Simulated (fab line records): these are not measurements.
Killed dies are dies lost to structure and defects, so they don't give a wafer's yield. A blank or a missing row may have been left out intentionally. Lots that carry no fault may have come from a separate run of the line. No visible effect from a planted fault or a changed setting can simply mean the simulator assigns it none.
fab line records ; flow n5-finfet ; part 1 of 2: steps 1 to 19 of 28
record lots=5; wafers=15; last-day=19
route steps=1938 shown SDB@349
lots with no fault: from the same line, run without faults
start-h: the number of hours between the record's first day and the start of the first shown wafer of the lot ; wait-h: hours since the lot's step before ; " the same as in the row above ; L1.1+2: one row covering several wafers at once ; - no value, or no start was given ; * or withheld: withheld ; < > ~ a bound
route shown NAME@n: a module of which the file shows steps, and the number in the route of the first ; usual: mean/standard deviation of fault-free wafers ; same: alike in all rows ; chamber/n: place in a boat ; sites: per-site readings ; _std_site: standard deviation across them ; _edge_site: mean of outer sites minus mean of inner sites ; radius-mm: how far each site lies from the wafer's centre ; mask NAME#n: copy n ; behind: the most recent tool/chamber to have shaped the wafer ; hold: why the lot went on hold/how many hours it stayed there/how the hold came to an end ; device: whichever transistor did not switch (one of n, p or np) ; end of line: tests of these same wafers at the route's end ; for a step that has no rows: nothing shown but its recipe ; killed: dies lost to structure and defects at the first sort, not the wafer's yield ; map: a wafer's dies, x killed, . not, _ none there
set.NAME: the run value of the setting; set.NAME@STEP: its run value at that earlier step ; model.NAME: the simulator's own value behind a step, which no gauge read
certain route steps with their lots: each step a table, each wafer a row
services: from which hour (start-h, from the record's first day; less than 0 if before it) a tool's chamber was out of use, for how many hours, and why
## steps
# step N5_SDB_COAT_04
# recipe resist=SiARC; temp-c=220; time-s=60; spin-rpm=1500; resist-thk-nm=18
# usual chill-plate-temp-C=23.03/0.11; exhaust-pa=45.0/0.79
lot.wafer;tool;chamber;start-h;wait-h;chill-plate-temp-C;exhaust-pa
L074.4;litho-track-05;0;-;-;22.89;45.9
L074.5;litho-track-05;0;-;-;22.95;44.4
L074.6;litho-track-05;0;-;-;22.96;46.3
L078.2;litho-track-01;0;-;-;23.00;43.0
L078.4;litho-track-01;0;-;-;22.95;43.6
L078.5;litho-track-01;0;-;-;23.23;43.6
L089.2;litho-track-03;0;-;-;23.07;45.3
L089.3;litho-track-03;0;-;-;22.91;45.3
L089.4;litho-track-03;0;-;-;23.02;45.4
L090.3;litho-track-03;0;-;-;23.07;44.5
L090.4;litho-track-03;0;-;-;23.00;44.4
L090.6;litho-track-03;0;-;-;23.07;43.7
L097.2;litho-track-03;0;-;-;23.09;45.2
L097.4;litho-track-03;0;-;-;22.94;45.5
L097.5;litho-track-03;0;-;-;23.15;44.7
# step N5_SDB_COAT_05
# recipe resist=CAR-ArF; spin-rpm=1500; resist-thk-nm=90
# usual chill-plate-temp-C=23.02/0.1; exhaust-pa=45.0/0.9
lot.wafer;tool;chamber;start-h;wait-h;chill-plate-temp-C;exhaust-pa
L074.4;litho-track-05;0;-;-;23.03;45.1
L074.5;litho-track-05;0;-;-;23.02;46.2
L074.6;litho-track-05;0;-;-;22.78;45.6
L078.2;litho-track-01;0;-;-;23.16;46.2
L078.4;litho-track-01;0;-;-;23.15;45.5
L078.5;litho-track-01;0;-;-;23.25;46.0
L089.2;litho-track-03;0;-;-;22.83;44.7
L089.3;litho-track-03;0;-;-;22.94;44.7
L089.4;litho-track-03;0;-;-;22.98;45.3
L090.3;litho-track-03;0;-;-;23.08;45.4
L090.4;litho-track-03;0;-;-;23.01;46.6
L090.6;litho-track-03;0;-;-;23.05;45.7
L097.2;litho-track-03;0;-;-;23.07;44.8
L097.4;litho-track-03;0;-;-;23.00;43.7
L097.5;litho-track-03;0;-;-;23.03;46.1
# step N5_SDB_EBR_07
# recipe solvent=PGMEA; ebr-width-mm=1.5
# usual chill-plate-temp-C=23.00/0.097; exhaust-pa=45.2/0.96
lot.wafer;tool;chamber;start-h;wait-h;chill-plate-temp-C;exhaust-pa
L074.4;litho-track-05;0;-;-;23.10;45.1
L074.5;litho-track-05;0;-;-;23.12;45.4
L074.6;litho-track-05;0;-;-;23.10;43.9
L078.2;litho-track-01;0;-;-;22.95;46.1
L078.4;litho-track-01;0;-;-;23.07;46.1
L078.5;litho-track-01;0;-;-;23.00;44.1
L089.2;litho-track-03;0;-;-;23.01;45.0
L089.3;litho-track-03;0;-;-;22.90;44.1
L089.4;litho-track-03;0;-;-;22.92;44.1
L090.3;litho-track-03;0;-;-;23.03;46.4
L090.4;litho-track-03;0;-;-;23.09;46.2
L090.6;litho-track-03;0;-;-;22.87;46.9
L097.2;litho-track-03;0;-;-;22.98;44.9
L097.4;litho-track-03;0;-;-;22.86;45.8
L097.5;litho-track-03;0;-;-;22.97;45.3
# step N5_SDB_SOFTBAKE_06
# recipe temp-c=110; time-s=60; resist=CAR-ArF
# usual chill-plate-temp-C=23.02/0.11; exhaust-pa=44.9/1
lot.wafer;tool;chamber;start-h;wait-h;chill-plate-temp-C;exhaust-pa
L074.4;litho-track-05;0;-;-;22.98;44.4
L074.5;litho-track-05;0;-;-;22.95;44.6
L074.6;litho-track-05;0;-;-;22.88;45.0
L078.2;litho-track-01;0;-;-;23.16;43.7
L078.4;litho-track-01;0;-;-;23.08;44.1
L078.5;litho-track-01;0;-;-;23.14;44.5
L089.2;litho-track-03;0;-;-;23.06;44.2
L089.3;litho-track-03;0;-;-;23.09;45.0
L089.4;litho-track-03;0;-;-;23.14;43.4
L090.3;litho-track-03;0;-;-;22.92;46.6
L090.4;litho-track-03;0;-;-;23.03;47.0
L090.6;litho-track-03;0;-;-;22.90;45.9
L097.2;litho-track-03;0;-;-;23.14;43.7
L097.4;litho-track-03;0;-;-;23.22;43.8
L097.5;litho-track-03;0;-;-;23.19;44.4
# step N5_SDB_EXPOSE_08
# recipe mask-id=SDB; na=1.35; source-shape=conventional; sigma-outer=0.5; polarization=unpolarized; dose-mj=49.6
lot.wafer;tool;chamber;start-h;wait-h;mask
L074.4+5+6;arfi-scanner-01;0;68.86;-;SDB#0
L078.2+4+5;arfi-scanner-01;0;92.75;-;SDB#0
L089.2+3+4;arfi-scanner-01;0;153.16;-;SDB#0
L090.3+4+6;arfi-scanner-02;0;161.18;-;SDB#0
L097.2+4+5;arfi-scanner-01;0;207.42;-;SDB#0
# step N5_SDB_PEB_09
# recipe peb-temp-c=withheld; peb-time-s=60; resist=CAR-ArF
# usual chill-plate-temp-C=23.00/0.13; exhaust-pa=45.0/0.84
lot.wafer;tool;chamber;start-h;wait-h;chill-plate-temp-C;exhaust-pa
L074.4;litho-track-03;0;68.90;0.0;23.24;44.2
L074.5;litho-track-03;0;68.90;0.0;23.24;45.2
L074.6;litho-track-03;0;68.90;0.0;23.22;44.2
L078.2;litho-track-03;0;92.81;0.0;22.88;45.4
L078.4;litho-track-03;0;92.81;0.0;22.94;43.9
L078.5;litho-track-03;0;92.81;0.0;23.08;44.2
L089.2;litho-track-03;0;153.21;0.0;23.03;44.9
L089.3;litho-track-03;0;153.21;0.0;23.10;45.6
L089.4;litho-track-03;0;153.21;0.0;22.99;45.2
L090.3;litho-track-01;0;161.23;0.0;23.10;45.4
L090.4;litho-track-01;0;161.23;0.0;22.71;44.1
L090.6;litho-track-01;0;161.23;0.0;22.84;45.2
L097.2;litho-track-03;0;207.48;0.0;22.82;44.8
L097.4;litho-track-03;0;207.48;0.0;22.97;44.9
L097.5;litho-track-03;0;207.48;0.0;23.17;45.3
# step N5_SDB_DEVELOP_10
# recipe develop-time-s=30; developer=TMAH; resist=CAR-ArF; rinse-liquid=diw; dry=air-spin; dev-temp-c=23
# usual chill-plate-temp-C=22.98/0.084; exhaust-pa=45.0/0.8
lot.wafer;tool;chamber;start-h;wait-h;chill-plate-temp-C;exhaust-pa
L074.4;litho-track-03;0;-;-;23.08;43.4
L074.5;litho-track-03;0;-;-;22.96;44.1
L074.6;litho-track-03;0;-;-;23.17;45.0
L078.2;litho-track-03;0;-;-;23.10;45.4
L078.4;litho-track-03;0;-;-;23.09;45.5
L078.5;litho-track-03;0;-;-;23.25;45.3
L089.2;litho-track-03;0;-;-;23.07;44.7
L089.3;litho-track-03;0;-;-;23.10;44.3
L089.4;litho-track-03;0;-;-;23.13;43.9
L090.3;litho-track-01;0;-;-;23.01;44.7
L090.4;litho-track-01;0;-;-;23.01;45.1
L090.6;litho-track-01;0;-;-;23.06;45.7
L097.2;litho-track-03;0;-;-;22.93;45.1
L097.4;litho-track-03;0;-;-;23.07;45.0
L097.5;litho-track-03;0;-;-;22.98;44.6
# step N5_SDB_CD_MEAS_11
# recipe target-cd-nm=50; landing-energy-ev=500; detector=se-inlens; polarity=opening
# usual cd-nm=50.3/1
lot.wafer;tool;chamber;start-h;wait-h;cd-nm
L074.4;cd-sem-01;0;68.97;-;49.5
L074.5;cd-sem-01;0;68.97;-;49.3
L074.6;cd-sem-01;0;68.97;-;50.2
L078.2;cd-sem-01;0;92.87;-;49.1
L078.4;cd-sem-01;0;92.87;-;48.9
L078.5;cd-sem-01;0;92.87;-;49.5
L089.2;cd-sem-02;0;153.28;-;51.7
L089.3;cd-sem-02;0;153.28;-;49.5
L089.4;cd-sem-02;0;153.28;-;50.7
L090.3;cd-sem-01;0;161.30;-;51.8
L090.4;cd-sem-01;0;161.30;-;50.4
L090.6;cd-sem-01;0;161.30;-;51.6
L097.2;cd-sem-03;0;207.54;-;51.1
L097.4;cd-sem-03;0;207.54;-;50.9
L097.5;cd-sem-03;0;207.54;-;50.9
# step N5_SDB_OVL_MEAS_12
# recipe points-per-wafer=44
# usual SDB_OVL=-0.2/0.66
lot.wafer;tool;chamber;start-h;wait-h;SDB_OVL[nm]
L074.4;overlay-02;0;69.00;0.0;1.2
L074.5;overlay-02;0;69.00;0.0;0.2
L074.6;overlay-02;0;69.00;0.0;0.0
L078.2;overlay-01;0;92.90;0.0;0.0
L078.4;overlay-01;0;92.90;0.0;-0.2
L078.5;overlay-01;0;92.90;0.0;-0.1
L089.2;overlay-02;0;153.31;0.0;-1.1
L089.3;overlay-02;0;153.31;0.0;-0.5
L089.4;overlay-02;0;153.31;0.0;-0.8
L090.3;overlay-02;0;161.33;0.0;-0.2
L090.4;overlay-02;0;161.33;0.0;0.2
L090.6;overlay-02;0;161.33;0.0;-0.1
L097.2;overlay-01;0;207.57;0.0;-0.4
L097.4;overlay-01;0;207.57;0.0;0.4
L097.5;overlay-01;0;207.57;0.0;-0.8
# step N5_SDB_INSPECT_13
# recipe mode=adi; inspect-instrument=brightfield
# usual raw-defect-count=74/36
lot.wafer;tool;chamber;start-h;wait-h;raw-defect-count
L074.4;defect-inspect-01;-;69.02;0.0;130
L074.5;defect-inspect-01;-;69.02;0.0;53
L074.6;defect-inspect-01;-;69.02;0.0;108
L078.2;defect-inspect-01;-;92.93;0.0;42
L078.4;defect-inspect-01;-;92.93;0.0;54
L078.5;defect-inspect-01;-;92.93;0.0;78
L089.2;defect-inspect-02;-;153.33;0.0;109
L089.3;defect-inspect-02;-;153.33;0.0;69
L089.4;defect-inspect-02;-;153.33;0.0;103
L090.3;defect-inspect-01;-;161.35;0.0;52
L090.4;defect-inspect-01;-;161.35;0.0;43
L090.6;defect-inspect-01;-;161.35;0.0;76
L097.2;defect-inspect-01;-;207.60;0.0;79
L097.4;defect-inspect-01;-;207.60;0.0;75
L097.5;defect-inspect-01;-;207.60;0.0;77
# step N5_SDB_DESCUM_16
# recipe chemistry=O2; time-s=7.9; source-power-w=50; bias-power-w=20; pressure-mtorr=20; rf-frequency-hz=2.712e+07; temp-c=40; resist=CAR-ArF; o2-flow-sccm=225
# usual drypump-motor-current-A=5.8/0.42; oes-product-au=0.75/0.088; rf-vpp-V=243.3/1.4; showerhead-plenum-p-Torr=2.11/0.07; throttle-valve-pct=20.53/0.28
lot.wafer;tool;chamber;start-h;wait-h;drypump-motor-current-A;oes-product-au;rf-hours-counter-h;rf-vpp-V;showerhead-plenum-p-Torr;throttle-valve-pct
L074.4;rie-diel-03;1;69.07;0.0;6.1;0.71;-;244.0;2.07;20.23
L074.5;rie-diel-03;2;69.07;0.0;5.2;0.73;-;243.0;2.10;20.79
L074.6;rie-diel-03;0;69.07;0.0;6.2;0.74;-;244.5;2.19;20.62
L078.2;rie-diel-03;2;92.96;0.0;5.2;0.72;210;243.0;2.09;20.80
L078.4;rie-diel-03;0;92.96;0.0;6.2;0.72;-;244.6;2.18;20.65
L078.5;rie-diel-03;2;92.96;0.0;5.2;0.71;-;243.1;2.09;20.83
L089.2;rie-diel-03;0;154.58;1.2;6.2;0.71;192;245.5;2.17;20.67
L089.3;rie-diel-03;2;154.58;1.2;5.2;0.69;240;241.0;2.08;20.86
L089.4;rie-diel-03;0;154.58;1.2;6.2;0.71;-;244.2;2.17;20.70
L090.3;rie-diel-05;1;162.21;0.9;5.5;0.68;223;243.1;2.05;20.54
L090.4;rie-diel-05;2;162.21;0.9;6.1;0.74;167;244.2;2.18;20.72
L090.6;rie-diel-05;1;162.21;0.9;5.5;0.68;-;242.5;2.05;20.55
L097.2;rie-diel-03;2;207.66;0.1;5.2;0.67;266;242.3;2.07;20.91
L097.4;rie-diel-03;0;207.66;0.1;6.2;0.69;-;244.5;2.17;20.70
L097.5;rie-diel-03;2;207.66;0.1;5.2;0.68;-;241.4;2.07;20.90
# step N5_SDB_ETCH_17
# recipe chemistry=CF4; target=SiARC; target-depth-a=234; mask-material=CAR-ArF; time-s=39; ion-energy-ev=80; pressure-mtorr=40; source-w=545; bias-w=36; Ar_flow_sccm=100; cf4-flow-sccm=100; ends=cleared
# usual drypump-motor-current-A=5.8/0.42; etch-rf-on-time-s=39.4/0.75; oes-product-au=0.64/0.074; rf-vpp-V=184.1/1.1; showerhead-plenum-p-Torr=2.15/0.067; throttle-valve-pct=15.71/0.27
lot.wafer;tool;chamber;start-h;wait-h;drypump-motor-current-A;etch-rf-on-time-s;oes-product-au;rf-hours-counter-h;rf-vpp-V;showerhead-plenum-p-Torr;throttle-valve-pct
L074.4;rie-diel-03;1;69.11;0.0;6.1;39.2;0.60;-;182.8;2.13;15.50
L074.5;rie-diel-03;2;69.11;0.0;5.2;38.6;0.62;-;182.5;2.13;15.85
L074.6;rie-diel-03;0;69.11;0.0;6.2;39.4;0.62;-;184.7;2.23;15.78
L078.2;rie-diel-03;2;93.00;0.0;5.2;38.7;0.61;211;183.9;2.13;15.88
L078.4;rie-diel-03;0;93.00;0.0;6.1;39.7;0.62;-;183.9;2.23;15.83
L078.5;rie-diel-03;2;93.00;0.0;5.2;39.2;0.60;-;182.2;2.13;15.88
L089.2;rie-diel-03;0;154.61;0.0;6.2;39.9;0.59;192;184.9;2.22;15.88
L089.3;rie-diel-03;2;154.61;0.0;5.2;39.1;0.59;240;184.1;2.12;15.93
L089.4;rie-diel-03;0;154.61;0.0;6.2;39.4;0.60;-;185.4;2.22;15.88
L090.3;rie-diel-05;1;162.25;0.0;5.5;41.5;0.58;223;182.9;2.12;15.84
L090.4;rie-diel-05;2;162.25;0.0;6.2;39.8;0.63;167;184.4;2.21;15.78
L090.6;rie-diel-05;1;162.25;0.0;5.5;41.6;0.57;-;184.3;2.12;15.85
L097.2;rie-diel-03;2;207.70;0.0;5.2;39.0;0.57;266;183.0;2.11;15.97
L097.4;rie-diel-03;0;207.70;0.0;6.2;39.8;0.58;-;186.4;2.21;15.90
L097.5;rie-diel-03;2;207.70;0.0;5.2;39.3;0.57;-;183.1;2.11;15.96
# step N5_SDB_ETCH_18
# recipe chemistry=N2/H2; target=SOC; target-depth-a=1000; overetch-a=200; mask-material=SiARC; temp-c=40; time-s=150; ion-energy-ev=200; pressure-mtorr=30; source-w=840; bias-w=150; n2-flow-sccm=200; h2-flow-sccm=200
# usual drypump-motor-current-A=5.8/0.42; oes-product-au=0.67/0.075; rf-vpp-V=524.1/2.5; showerhead-plenum-p-Torr=2.55/0.087; throttle-valve-pct=17.88/0.22
lot.wafer;tool;chamber;start-h;wait-h;drypump-motor-current-A;oes-product-au;rf-hours-counter-h;rf-vpp-V;showerhead-plenum-p-Torr;throttle-valve-pct
L074.4;rie-diel-03;1;69.19;0.1;6.1;0.64;-;522.8;2.53;17.74
L074.5;rie-diel-03;2;69.19;0.1;5.2;0.64;-;521.8;2.51;17.94
L074.6;rie-diel-03;0;69.19;0.1;6.2;0.66;-;526.3;2.65;17.93
L078.2;rie-diel-03;2;93.03;0.0;5.2;0.64;211;524.1;2.51;17.96
L078.4;rie-diel-03;0;93.03;0.0;6.2;0.65;-;526.4;2.64;17.93
L078.5;rie-diel-03;2;93.03;0.0;5.2;0.63;-;523.4;2.51;17.97
L089.2;rie-diel-03;0;154.65;0.0;6.2;0.63;192;526.4;2.63;18.01
L089.3;rie-diel-03;2;154.65;0.0;5.2;0.61;240;521.5;2.49;18.01
L089.4;rie-diel-03;0;154.65;0.0;6.2;0.64;-;527.7;2.63;18.01
L090.3;rie-diel-05;1;162.28;0.0;5.6;0.62;223;523.6;2.49;17.90
L090.4;rie-diel-05;2;162.28;0.0;6.1;0.67;167;527.2;2.64;17.97
L090.6;rie-diel-05;1;162.28;0.0;5.5;0.62;-;522.3;2.49;17.90
L097.2;rie-diel-03;2;207.73;0.0;5.2;0.60;266;522.3;2.48;18.07
L097.4;rie-diel-03;0;207.73;0.0;6.2;0.62;-;526.7;2.62;18.04
L097.5;rie-diel-03;2;207.73;0.0;5.2;0.60;-;523.8;2.48;18.03
# step N5_SDB_STRIP_19
# recipe chemistry=N2/H2; temp-c=40; n2-flow-sccm=200; h2-flow-sccm=200; rf-frequency-hz=6e+07
lot.wafer;tool;chamber;start-h;wait-h
L074.4+5+6;rie-diel-03;1,2,0;69.26;0.0
L078.2+4+5;rie-diel-03;2,0,2;93.16;0.1
L089.2+3+4;rie-diel-03;0,2,0;154.77;0.1
L090.3+4+6;rie-diel-05;1,2,1;162.41;0.1
L097.2+4+5;rie-diel-03;2,0,2;207.86;0.1
# step N5_SDB_STRIP_21
# recipe chemistry=CF4; resist=SiARC; power-w=300; bias-power-w=75; pressure-mtorr=50; cf4-flow-sccm=150; rf-frequency-hz=6e+07
# usual drypump-motor-current-A=5.7/0.42; oes-product-au=0.74/0.082; rf-vpp-V=271.3/1.5; showerhead-plenum-p-Torr=1.80/0.058; throttle-valve-pct=13.70/0.28
lot.wafer;tool;chamber;start-h;wait-h;drypump-motor-current-A;oes-product-au;rf-hours-counter-h;rf-vpp-V;showerhead-plenum-p-Torr;throttle-valve-pct
L074.4;rie-diel-03;1;69.27;0.0;6.1;0.70;-;271.2;1.79;13.53
L074.5;rie-diel-03;2;69.27;0.0;5.2;0.70;-;268.9;1.78;13.80
L074.6;rie-diel-03;0;69.27;0.0;6.2;0.73;-;272.5;1.88;13.80
L078.2;rie-diel-03;2;93.17;0.0;5.2;0.70;211;271.5;1.77;13.82
L078.4;rie-diel-03;0;93.17;0.0;6.2;0.72;-;271.9;1.87;13.82
L078.5;rie-diel-03;2;93.17;0.0;5.2;0.70;-;271.2;1.77;13.80
L089.2;rie-diel-03;0;154.78;0.0;6.2;0.70;193;272.6;1.87;13.88
L089.3;rie-diel-03;2;154.78;0.0;5.2;0.68;240;270.4;1.76;13.88
L089.4;rie-diel-03;0;154.78;0.0;6.2;0.70;-;272.7;1.87;13.87
L090.3;rie-diel-05;1;162.42;0.0;5.5;0.69;224;269.9;1.78;13.89
L090.4;rie-diel-05;2;162.42;0.0;6.1;0.74;167;272.1;1.85;13.73
L090.6;rie-diel-05;1;162.42;0.0;5.5;0.68;-;271.1;1.78;13.86
L097.2;rie-diel-03;2;207.87;0.0;5.2;0.67;266;271.1;1.76;13.93
L097.4;rie-diel-03;0;207.87;0.0;6.2;0.69;-;270.9;1.86;13.92
L097.5;rie-diel-03;2;207.87;0.0;5.2;0.66;-;271.0;1.76;13.95
# step N5_SDB_HM_OPEN_20
# recipe chemistry=CH3F/O2; target=SiNx; mask-material=SOC; target-depth-a=240; stop-on=poly-Si; over-etch-frac=0.4; ion-energy-ev=120; pressure-mtorr=30; source-w=395; bias-w=73; Ar_flow_sccm=150; CH3F_flow_sccm=30; O2_flow_sccm=20
# usual O2_flow_sccm=20.01/0.053; drypump-motor-current-A=5.7/0.42; oes-product-au=0.62/0.067; rf-vpp-V=297/5.6; showerhead-plenum-p-Torr=2.01/0.066; throttle-valve-pct=16.43/0.27
lot.wafer;tool;chamber;start-h;wait-h;O2_flow_sccm;drypump-motor-current-A;oes-product-au;rf-hours-counter-h;rf-vpp-V;showerhead-plenum-p-Torr;throttle-valve-pct
L074.4;rie-diel-03;1;69.31;0.0;20.02;6.1;0.58;-;295;1.98;16.16
L074.5;rie-diel-03;2;69.31;0.0;19.94;5.2;0.59;-;295;2.00;16.64
L074.6;rie-diel-03;0;69.31;0.0;20.00;6.2;0.61;-;300;2.09;16.49
L078.2;rie-diel-03;2;93.19;0.0;20.02;5.2;0.58;211;295;2.00;16.67
L078.4;rie-diel-03;0;93.19;0.0;20.08;6.2;0.60;-;300;2.08;16.50
L078.5;rie-diel-03;2;93.19;0.0;19.95;5.2;0.58;-;294;2.00;16.66
L089.2;rie-diel-03;0;154.80;0.0;19.96;6.2;0.58;193;300;2.07;16.58
L089.3;rie-diel-03;2;154.80;0.0;20.09;5.2;0.56;241;295;1.99;16.71
L089.4;rie-diel-03;0;154.80;0.0;19.99;6.1;0.58;-;302;2.07;16.55
L090.3;rie-diel-05;1;162.44;0.0;20.00;5.5;0.56;224;290;1.97;16.51
L090.4;rie-diel-05;2;162.44;0.0;20.07;6.1;0.63;167;303;2.08;16.59
L090.6;rie-diel-05;1;162.44;0.0;20.05;5.5;0.57;-;290;1.96;16.51
L097.2;rie-diel-03;2;207.89;0.0;20.01;5.2;0.55;266;294;1.98;16.76
L097.4;rie-diel-03;0;207.89;0.0;19.95;6.2;0.57;-;303;2.06;16.61
L097.5;rie-diel-03;2;207.89;0.0;19.98;5.2;0.55;-;293;1.98;16.76
# step N5_SDB_STRIP_22
# recipe chemistry=N2/H2; power-w=1000; temp-c=250; h2-frac=0.65; overash-fraction=0.3; pressure-mtorr=withheld; n2-flow-sccm=1750; h2-flow-sccm=3250
# usual drypump-motor-current-A=5.6/0.38; heater-power-w=345/33; oes-product-au=0.714/0.0046; strip-time-to-endpoint-s=96.3/0.38
lot.wafer;tool;chamber;start-h;wait-h;drypump-motor-current-A;heater-power-w;oes-product-au;rf-hours-counter-h;strip-time-to-endpoint-s
L074.4;plasma-asher-01;0;69.40;0.1;5.5;371;0.720;-;96.3
L074.5;plasma-asher-01;1;69.40;0.1;5.3;303;0.715;-;96.3
L074.6;plasma-asher-01;0;69.40;0.1;5.5;364;0.717;-;96.5
L078.2;plasma-asher-01;0;93.27;0.1;5.5;367;0.719;39;96.0
L078.4;plasma-asher-01;1;93.27;0.1;5.3;300;0.717;-;96.2
L078.5;plasma-asher-01;1;93.27;0.1;5.3;300;0.712;-;95.8
L089.2;plasma-asher-01;0;154.88;0.1;5.5;367;0.721;52;96.6
L089.3;plasma-asher-01;0;154.88;0.1;5.5;369;0.714;-;96.2
L089.4;plasma-asher-01;1;154.88;0.1;5.3;304;0.719;-;96.9
L090.3;plasma-asher-01;0;162.57;0.1;5.5;354;0.714;-;97.6
L090.4;plasma-asher-01;1;162.57;0.1;5.3;303;0.708;-;96.5
L090.6;plasma-asher-01;1;162.57;0.1;5.3;299;0.710;-;97.3
L097.2;plasma-asher-01;1;207.97;0.1;5.3;303;0.720;61;96.0
L097.4;plasma-asher-01;1;207.97;0.1;5.3;305;0.719;-;96.4
L097.5;plasma-asher-01;0;207.97;0.1;5.5;364;0.715;-;96.3
# step N5_SDB_PRECLEAN_23
# recipe chemistry=dHF; time-s=30; temp-c=25; dilution=withheld
lot.wafer;tool;chamber;start-h;wait-h
L074.4+5+6;wet-bench-06;5,7,6;69.51;0.1
L078.2+4+5;wet-bench-04;2,0,5;93.42;0.1
L089.2+3+4;wet-bench-04;7,5,2;155.04;0.1
L090.3+4+6;wet-bench-04;2,6,7;162.68;0.1
L097.2+4+5;wet-bench-06;7,1,6;208.13;0.1
# step N5_SDB_DUMMY_REMOVE_24
# recipe chemistry=TMAH; temp-c=70; target=poly-Si; stop-on=SiO2; target-depth-nm=142; conc-wt-pct=5; time-s=57; dry=ipa-marangoni; rinse-time-s=30; rinse-temp-c=23
# same rinse-time-s=30
lot.wafer;tool;chamber;start-h;wait-h
L074.4+5+6;wet-bench-06;5,7,6;69.52;0.0
L078.2+4+5;wet-bench-04;2,0,5;93.43;0.0
L089.2+3+4;wet-bench-04;7,5,2;155.05;0.0
L090.3+4+6;wet-bench-04;2,6,7;162.69;0.0
L097.2+4+5;wet-bench-06;7,1,6;208.14;0.0
